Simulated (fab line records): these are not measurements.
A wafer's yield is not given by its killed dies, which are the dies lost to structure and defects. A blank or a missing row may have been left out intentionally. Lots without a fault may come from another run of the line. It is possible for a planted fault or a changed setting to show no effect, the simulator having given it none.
Which tool did it?	flow n5_finfet	route of 1938 steps, sampled at 1 step: 10 lots, 30 wafers

## WHAT EACH GAUGE READ, for each wafer
N5_BEOL_M3_THK_MEAS_53: measures by xrf.
lot	measured	on	M3_THK (nm)
L189	day 7 07:19	film_metro-02	41.8 40.3 44.1
L195	day 8 19:55	film_metro-02	44.2 43.5 44.1
L194	day 9 01:50	film_metro-02	40.0 40.2 40.1
L196	day 9 03:53	film_metro-01	38.5 41.7 43.8
L198	day 9 07:34	film_metro-02	40.1 38.2 41.2
L199	day 10 00:44	film_metro-02	39.4 42.7 41.9
L200	day 10 06:35	film_metro-02	39.3 40.0 41.1
L207	day 11 22:28	film_metro-01	41.9 40.6 43.4
L208	day 12 14:59	film_metro-01	39.9 40.8 42.7
L211	day 13 07:03	film_metro-01	42.7 40.0 41.5

## WHAT TOOL EACH LOT RAN ON (gives the tool, then ch and the chambers of the sampled wafers, and finally the start)
No process step before these readings appears in the record.

## THE ANSWER, worked out from the rows above alone
Rule: the usual values come from the lots themselves. Put in order of their means at a reading, lots are off if they are a third of the lots or fewer, leave a main group of 4 or more, and stand apart from it by a gap of 3 or more times the standard deviation of the main group's means; of several such gaps the widest counts. A main group whose means are all the same, to the digits that the tables above print for the reading, isn't used. Also off: a lot with no number at a reading for which 4 or more lots have one. The other lots that the step has rows for count as sound.
Across all readings shown, no lot is off: no conclusion can be drawn from this.

## WHAT HAD BEEN PUT IN BY THE SIMULATOR
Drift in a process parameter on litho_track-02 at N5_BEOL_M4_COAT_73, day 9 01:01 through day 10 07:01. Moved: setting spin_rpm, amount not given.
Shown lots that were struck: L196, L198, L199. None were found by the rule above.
